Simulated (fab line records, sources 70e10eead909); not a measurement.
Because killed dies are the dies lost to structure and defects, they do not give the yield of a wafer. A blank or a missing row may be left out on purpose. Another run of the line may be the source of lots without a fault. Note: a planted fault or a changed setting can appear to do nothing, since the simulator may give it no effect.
fab line records | flow nand-harc
record: lots: 12 wafers: 36 last-day: 32
route steps=1302 shown A_STAIRCASE@786 A_M1@1186 END@1302
lots untouched by any fault: they come from a run of this same line in which no faults occurred
start-h: hours from the record's first day to the start of the lot's first wafer shown | wait-h: how many hours have passed since the lot's step before this one | " unchanged from the row above | L1.1+2: a row that stands for several wafers | - no value, or no start given | * or withheld: withheld | < > ~ a bound
route shown NAME@n: NAME is a module with steps in the file, n the number in the route of the first one | usual: the fault-free wafers' mean and standard deviation | same: alike in all rows | chamber/n: place in a boat | sites: each site's reading | _std_site: their standard deviation | _edge_site: mean of outer sites minus mean of inner sites | radius-mm: how far each site lies from the wafer's centre | mask NAME#n: copy n | behind: tool/chamber where the wafer was last shaped | hold: what put the lot on hold/how long, in hours/how the hold closed | device: names the non-switching transistor (n, p or np) | end of line: at the end of the route, the tests of the same wafers | for a step that has no rows: nothing shown but its recipe | killed: dies lost to structure and defects at the first sort, not the wafer's yield | map: shows each die of a wafer: x if killed, . if not, _ if none is there
set.NAME: the setting that was run; set.NAME@STEP: the one run at that earlier step | model.NAME: the simulator's own value behind a step, which no gauge read
one table for each step of the route and one row for each wafer, over a sample of lots
services: the hour from which a tool's chamber was out of use, counted from the record's first day as start-h (under 0 if before that day), plus the number of hours and why
== steps ==
step: NHARC_A_STAIRCASE_HM_OPEN_457
recipe: o2-flow-sccm: 400 cos-flow-sccm: 20 ar-flow-sccm: 0 rf-w: 500 bias-w: 300 chemistry: O2/COS
usual: bias-w: 299.9/0.94 drypump-motor-current-A: 5.9/0.5 oes-product-au: 1.001/0.011 rf-fwd-power-W: 499.1/1.7 rf-vpp-V: 469/3.1 showerhead-plenum-p-Torr: 3.19/0.13 throttle-valve-pct: 28.330/0.0088
columns lot.wafer tool chamber start-h wait-h bias-w drypump-motor-current-A oes-product-au rf-fwd-power-W rf-hours-counter-h rf-vpp-V showerhead-plenum-p-Torr throttle-valve-pct
L101.4 rie-diel-12 0 375.06 - 299.3 5.8 0.990 501.0 28 462 2.92 28.341
L101.3 " 2 " " 300.3 5.3 0.998 502.0 24 464 3.00 28.321
L101.1 " 3 " " 299.8 5.9 1.021 501.4 26 471 3.25 28.335
L100.3 rie-diel-04 2 377.97 - 300.1 6.3 1.005 498.4 7 472 3.37 28.331
L100.1 " 3 " " 300.4 6.1 1.008 497.7 7 470 3.30 28.326
L100.5 " 0 " " 299.3 5.4 1.026 503.3 - 465 3.06 28.320
L102.4 rie-diel-12 0 397.44 - 300.0 5.8 1.006 493.8 39 463 2.91 28.348
L102.1 " 2 " " 300.5 5.3 1.008 499.7 35 466 2.99 28.324
L102.6 " 0 " " 298.5 5.8 1.014 497.4 - 463 2.91 28.339
L105.1 rie-diel-12 0 407.62 - 300.5 5.8 1.009 501.0 43 461 2.91 28.328
L105.4 " 2 " " 300.9 5.3 1.003 499.4 38 466 2.99 28.334
L105.5 " 0 " " 299.5 5.8 0.991 501.9 - 462 2.91 28.327
L106.2 rie-diel-12 1 427.92 - 299.8 6.7 0.996 498.3 46 469 3.22 28.332
L106.4 " 2 " " 299.1 5.3 0.999 498.8 46 463 2.98 28.339
L106.6 " 1 " " 299.8 6.7 0.995 498.0 - 469 3.22 28.348
L107.3 rie-diel-02 1 442.18 - 300.0 5.1 0.994 501.5 11 467 3.12 28.331
L107.4 " 2 " " 301.0 5.5 0.997 497.8 11 468 3.13 28.320
L107.5 " 0 " " 299.8 6.7 0.982 498.6 - 470 3.21 28.328
L110.3 rie-diel-02 3 470.04 - 298.5 5.5 1.007 498.7 21 468 3.21 28.333
L110.2 " 0 " " 299.1 6.7 0.975 499.4 22 470 3.21 28.324
L110.6 " 2 " " 299.5 5.5 0.992 498.4 - 468 3.13 28.311
L112.2 rie-diel-12 2 494.61 - 301.6 5.3 1.009 498.9 10 465 2.98 28.326
L112.6 " 3 " " 299.9 5.9 1.005 498.3 - 469 3.23 28.323
L112.5 " 0 " " 299.5 5.8 1.001 499.3 - 471 3.37 28.323
L115.4 rie-diel-02 2 519.48 - 299.4 5.5 1.000 498.8 35 468 3.12 28.331
L115.3 " 3 " " 298.8 5.6 1.013 495.5 37 470 3.20 28.321
L115.5 " 3 " " 300.5 5.6 1.010 496.0 - 470 3.20 28.322
L114.4 rie-diel-04 0 522.79 - 300.0 5.4 1.019 500.0 49 465 3.04 28.332
L114.3 " 1 " " 300.7 6.1 0.989 501.3 56 472 3.34 28.318
L114.6 " 1 " " 301.0 6.0 0.993 501.3 - 471 3.34 28.326
L119.2 rie-diel-12 2 547.00 - 300.4 5.3 1.010 498.6 26 464 2.97 28.322
L119.4 " 0 " " 300.0 5.8 1.005 500.7 35 471 3.35 28.345
L119.3 " 1 " " 298.7 6.7 0.993 499.5 38 468 3.19 28.328
L121.4 rie-diel-12 0 587.20 - 300.6 5.8 1.006 499.2 48 472 3.35 28.344
L121.2 " 2 " " 300.9 5.3 1.016 498.6 38 462 2.96 28.337
L121.5 " 1 " " 299.7 6.7 0.998 501.8 - 470 3.19 28.334
step: NHARC_A_M1_STRIP_18
recipe: power-w: 1000 n2-flow-sccm: 150 h2-flow-sccm: 150 ar-flow-sccm: 0 bias-w: 0 chemistry: N2/H2
usual: drypump-motor-current-A: 5.6/0.45 oes-product-au: 1.003/0.008 power-w: 1000.2/3 rf-fwd-power-W: 997/3.2 rf-vpp-V: 90.4/0.88 showerhead-plenum-p-Torr: 1.99/0.087 throttle-valve-pct: 14.170/0.0092
same: bias-w: 0
columns lot.wafer tool chamber start-h wait-h drypump-motor-current-A oes-product-au power-w rf-fwd-power-W rf-hours-counter-h rf-vpp-V showerhead-plenum-p-Torr throttle-valve-pct
L100.3 rie-diel-05 3 537.56 0.1 5.2 0.979 997.1 1000 6.5 90.1 2.04 14.173
L100.1 " 0 " " 5.0 0.986 998.3 992 5.8 90.3 1.94 14.165
L100.5 " 1 " " 6.0 1.000 1000.9 996 - 90.2 1.97 14.172
L101.4 rie-diel-01 2 539.27 0.1 5.9 1.008 999.4 998 3.5 91.7 2.17 14.168
L101.1 " 3 " " 6.2 1.007 998.5 997 3.5 89.5 1.92 14.175
L101.3 " 0 " " 5.2 1.012 1004.6 999 3.5 89.6 1.97 14.172
L102.1 rie-diel-07 3 549.75 0.1 5.8 0.993 996.4 998 2.4 91.3 1.98 14.186
L102.4 " 1 " " 6.4 1.009 1001.9 1000 - 88.9 1.98 14.154
L102.6 " 3 " " 5.8 0.993 1001.4 1002 - 89.8 1.98 14.176
L105.4 rie-diel-05 2 565.87 0.1 5.8 1.009 997.3 992 6.1 89.8 1.95 14.173
L105.1 " 1 " " 6.0 1.004 998.3 997 6.8 90.5 1.97 14.174
L105.5 " 3 " " 5.1 0.993 1001.0 1001 - 89.9 2.04 14.163
L106.2 rie-diel-07 2 588.52 0.1 6.5 1.011 1002.4 996 4.6 90.7 2.10 14.180
L106.4 " 2 " " 6.5 1.008 995.7 996 - 91.5 2.10 14.172
L106.6 " 2 " " 6.5 0.998 1000.6 994 - 91.5 2.10 14.183
L107.3 rie-diel-05 1 595.56 0.1 6.0 1.020 1001.6 996 0.0 90.1 1.97 14.184
L107.4 " 0 " " 5.1 1.005 998.4 1000 0.0 89.6 1.94 14.162
L107.5 " 1 " " 6.0 1.016 1005.8 993 - 90.5 1.97 14.185
L110.2 rie-diel-01 1 616.14 0.1 5.1 1.012 1002.1 999 1.3 91.2 1.90 14.158
L110.3 " 2 " " 5.8 1.001 999.2 1003 1.5 91.2 2.17 14.169
L110.6 " 1 " " 5.1 1.011 998.9 996 - 90.8 1.90 14.163
L112.2 rie-diel-01 0 645.10 0.1 5.2 0.999 999.1 988 2.1 92.0 1.97 14.157
L112.5 " 0 " " 5.2 0.999 1001.3 989 - 89.4 1.97 14.171
L112.6 " 1 " " 5.1 1.003 1002.5 998 - 89.5 1.90 14.190
L114.3 rie-diel-05 0 669.31 0.1 5.1 1.013 998.2 997 3.9 90.6 1.94 14.162
L114.4 " 2 " " 5.7 0.999 1002.2 994 4.3 89.8 1.95 14.171
L114.6 " 3 " " 5.1 0.999 1003.7 995 - 89.9 2.04 14.181
L115.4 rie-diel-01 2 677.85 0.1 5.9 1.002 1001.9 994 3.2 91.2 2.17 14.148
L115.3 " 0 " " 5.2 1.017 999.8 996 3.0 90.5 1.97 14.162
L115.5 " 2 " " 5.9 1.000 999.4 997 - 90.9 2.17 14.186
L119.2 rie-diel-05 0 707.61 0.1 5.0 1.008 1003.3 993 6.5 90.0 1.94 14.171
L119.3 " 1 " " 5.9 1.006 999.7 998 7.0 91.2 1.97 14.176
L119.4 " 2 " " 5.7 1.007 999.9 997 6.5 89.8 1.94 14.169
L121.2 rie-diel-07 1 739.53 0.1 6.4 1.011 999.7 997 5.4 90.8 1.97 14.163
L121.4 " 3 " " 5.8 1.002 998.2 995 5.1 90.6 1.98 14.177
L121.5 " 1 " " 6.4 1.016 1002.3 1000 - 90.7 1.97 14.178
step: NHARC_A_M1_THK_MEAS_24
recipe: thk-meas-gauge: xrf
usual: thk-nm: 154.1/1.4
columns lot.wafer tool chamber start-h wait-h thk-nm
L100.1 film-metro-01 - 539.97 - 154.2
L100.3 " - " " 156.5
L100.5 " - " " 153.7
L101.1 film-metro-01 - 541.31 - 157.3
L101.3 " - " " 154.8
L101.4 " - " " 154.4
L102.1 film-metro-01 - 551.81 - 152.8
L102.4 " - " " 152.0
L102.6 " - " " 153.3
L105.1 film-metro-01 - 567.92 - 154.6
L105.4 " - " " 153.5
L105.5 " - " " 152.7
L106.2 film-metro-02 - 590.75 - 154.8
L106.4 " - " " 155.1
L106.6 " - " " 153.8
L107.3 film-metro-01 - 597.62 - 152.4
L107.4 " - " " 153.8
L107.5 " - " " 155.8
L110.2 film-metro-02 - 618.17 - 154.3
L110.3 " - " " 151.3
L110.6 " - " " 153.0
L112.2 film-metro-02 - 647.14 - 152.9
L112.5 " - " " 155.8
L112.6 " - " " 154.2
L114.3 film-metro-01 - 671.32 - 155.3
L114.4 " - " " 155.1
L114.6 " - " " 154.9
L115.3 film-metro-01 - 679.89 - 152.7
L115.4 " - " " 153.7
L115.5 " - " " 153.6
L119.2 film-metro-01 - 709.62 - 155.9
L119.3 " - " " 152.7
L119.4 " - " " 154.9
L121.2 film-metro-02 - 741.57 - 154.0
L121.4 " - " " 152.5
L121.5 " - " " 152.5
step: NHARC_A_M1_DEP_33
recipe: target-thk-a: 300 temp-c: 370 target-thk-nm: 30 pressure-torr: 3 flow-sccm: 200 rf-w: 450 material: SiCN
usual: heater-power-w: 623/100 rf-fwd-power-W: 449.0/1.5 showerhead-vpp-V: 1302/64
columns lot.wafer tool chamber start-h wait-h heater-power-w rf-fwd-power-W showerhead-vpp-V
L100.1 pecvd-03 1 540.44 0.1 636 452.5 1323
L100.3 " 0 " " 710 449.6 1265
L100.5 " 1 " " 626 450.8 1302
L101.3 pecvd-01 0 541.62 0.1 660 450.3 1246
L101.1 " 2 " " 540 450.8 1425
L101.4 " 1 " " 807 449.5 1260
L102.1 pecvd-01 2 552.20 0.1 478 446.2 1391
L102.4 " 0 " " 600 448.9 1241
L102.6 " 2 " " 488 449.6 1390
L105.1 pecvd-01 2 568.31 0.1 504 450.0 1391
L105.5 " 0 " " 687 450.9 1242
L105.4 " 2 " " 510 450.1 1370
L106.2 pecvd-01 0 591.06 0.1 674 450.7 1241
L106.4 " 0 " " 674 447.9 1260
L106.6 " 1 " " 745 448.6 1292
L107.3 pecvd-01 2 598.01 0.1 490 448.5 1412
L107.5 " 0 " " 695 452.8 1202
L107.4 " 2 " " 487 447.0 1393
L110.3 pecvd-01 1 618.47 0.1 816 445.9 1273
L110.2 " 2 " " 526 450.1 1429
L110.6 " 1 " " 804 446.3 1292
L112.2 pecvd-02 2 647.44 0.1 565 446.9 1223
L112.6 " 0 " " 776 447.8 1286
L112.5 " 1 " " 525 449.3 1383
L114.3 pecvd-01 0 671.67 0.1 688 451.2 1245
L114.4 " 0 " " 657 450.3 1231
L114.6 " 1 " " 777 447.8 1304
L115.3 pecvd-02 0 680.28 0.1 815 451.0 1289
L115.5 " 2 " " 595 450.6 1242
L115.4 " 0 " " 818 448.4 1296
L119.3 pecvd-01 2 709.93 0.1 520 448.8 1405
L119.2 " 0 " " 564 447.2 1231
L119.4 " 1 " " 614 446.7 1274
L121.2 pecvd-03 1 741.93 0.1 513 448.9 1329
L121.4 " 0 " " 729 450.2 1294
L121.5 " 2 " " 524 447.9 1305
step: NHARC_END_SORT_01
recipe: temp-c: 25
usual: killed-at-array: 56/19 killed-at-other: 1.0/1.3 killed-at-periphery: 3.8/2.2 killed-dies: 61/19 killed-open: 3.1/1.9 killed-short: 2.3/1.5
same: gross-dies: 677
columns lot.wafer tool chamber start-h wait-h killed-at-array killed-at-other killed-at-periphery killed-dies killed-open killed-short
L119.2 prober-01 0 749.03 2.8 154 0 5 159 4 1
L119.3 prober-01 0 749.84 3.1 151 2 4 157 2 1
L119.4 prober-01 0 750.65 3.4 126 0 3 129 2 1
L121.2 prober-02 0 773.31 2.8 127 1 0 128 2 2
L121.4 prober-02 0 774.90 3.4 120 0 1 121 9 2
L121.5 prober-02 0 775.70 3.7 96 1 6 103 2 1
killed by level:class
L119.2 A_STAIRCASE:unspecified=66 A_CHANNEL_HOLE_D1:chamber-film-flake=33 A_SLIT:chamber-film-flake=29 A_CHANNEL_HOLE_D2:chamber-film-flake=14 P_GATE:chamber-film-flake=4 A_CONTACT:chamber-film-flake=4 A_ZERO_WELL:chamber-film-flake=2 P_CONTACT:geometric-particle:open=1
L119.3 A_STAIRCASE:unspecified=63 A_SLIT:chamber-film-flake=30 A_CHANNEL_HOLE_D1:chamber-film-flake=26 A_CHANNEL_HOLE_D2:chamber-film-flake=20 A_CONTACT:chamber-film-flake=6 P_ZERO_WELL:chamber-film-flake=3 A_DECK1_JOINT:chamber-film-flake=2 THIN_TSV:chamber-film-flake=2
L119.4 A_STAIRCASE:unspecified=51 A_CHANNEL_HOLE_D1:chamber-film-flake=28 A_SLIT:chamber-film-flake=24 A_CHANNEL_HOLE_D2:chamber-film-flake=16 P_ZERO_WELL:chamber-film-flake=3 A_STAIRCASE:chamber-film-flake=2 A_DECK1_JOINT:geometric-particle:open=1 A_ONON_D2:geometric-particle:open=1
L121.2 A_STAIRCASE:unspecified=76 A_SLIT:chamber-film-flake=23 A_CHANNEL_HOLE_D1:chamber-film-flake=13 A_CONTACT:chamber-film-flake=5 A_CHANNEL_FILL_D1:chamber-film-flake=3 A_SOURCE_PLATE:geometric-particle:open=1 A_DECK1_JOINT:geometric-particle:open=1 A_SGD_CUT:geometric-particle:short=1
L121.4 A_STAIRCASE:unspecified=42 A_SLIT:chamber-film-flake=35 A_CHANNEL_HOLE_D1:chamber-film-flake=22 A_CONTACT:chamber-film-flake=4 A_M0:geometric-particle:open=2 A_ZERO_WELL:chamber-film-flake=2 A_ONON_D1:geometric-particle:open=1 A_CHANNEL_FILL_D1:geometric-particle:short=1
L121.5 A_STAIRCASE:unspecified=61 A_SLIT:chamber-film-flake=20 A_CHANNEL_HOLE_D1:chamber-film-flake=6 A_CONTACT:chamber-film-flake=6 P_ZERO_WELL:chamber-film-flake=3 A_CHANNEL_FILL_D1:geometric-particle:short=1 A_ONON_D2:geometric-particle:open=1 A_SGD_CUT:geometric-particle:open=1
== services ==
columns tool chamber start-h hours kind
rie-diel-05 3 355.84 5.8 repair
rie-diel-05 - 406.61 9.0 pm
pecvd-01 - 424.23 1.0 repair
rie-diel-05 1 436.51 2.4 repair
rie-diel-12 - 447.28 9.0 pm
rie-diel-05 2 480.99 15.7 repair
pecvd-01 - 492.61 13.0 pm
rie-diel-05 1 493.45 1.8 repair
rie-diel-12 2 499.02 10.7 repair
rie-diel-12 2 519.50 1.4 repair
rie-diel-05 3 526.55 2.7 repair
rie-diel-05 3 541.62 14.4 repair
rie-diel-05 2 548.28 3.1 repair
rie-diel-05 - 583.61 9.0 pm
rie-diel-12 3 596.29 4.9 repair
rie-diel-12 - 624.32 9.0 pm
rie-diel-12 3 657.95 6.1 repair
pecvd-01 - 673.61 13.0 pm
rie-diel-12 3 673.72 3.6 repair
pecvd-01 - 695.59 1.1 repair
rie-diel-12 0 699.04 7.1 repair
rie-diel-12 - 700.49 0.2 repair
rie-diel-12 1 711.22 3.9 repair
rie-diel-12 0 737.84 2.3 repair
== key ==
first-sign: step: NHARC_END_SORT_01 reading: killed-at-array direction: up sigmas: 3.9 usual: 56 struck: 129
effect: step: NHARC_END_SORT_01 reading: killed-dies direction: up sigmas: 3.8 usual: 61 struck: 133
more-kills-born-at: NHARC_A_STAIRCASE_HM_OPEN_457@rie-diel-12: 359
met-at NHARC_A_STAIRCASE_HM_OPEN_457
struck-lots L119,L121
tester-left-out L119,L121
not-acting-at NHARC_A_M1_STRIP_18,NHARC_A_M1_THK_MEAS_24,NHARC_A_M1_DEP_33
onset-between 494.61 547.00
also-fits time
fault: kind: chamber-particle-source tool: rie-diel-12 chamber: - onset-h: 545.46 steps: NHARC_A_STAIRCASE_HM_OPEN_457 rate-per-visit-cm2: 0.45305 end-h: 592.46
tester-left-out: of these lots the tester's yield and bins aren't shown, on N5 and GAA mostly nor the transistor test; their killed dies are dies lost to structure and defects alone, not to doping, threshold or leakage, so they don't give the yield
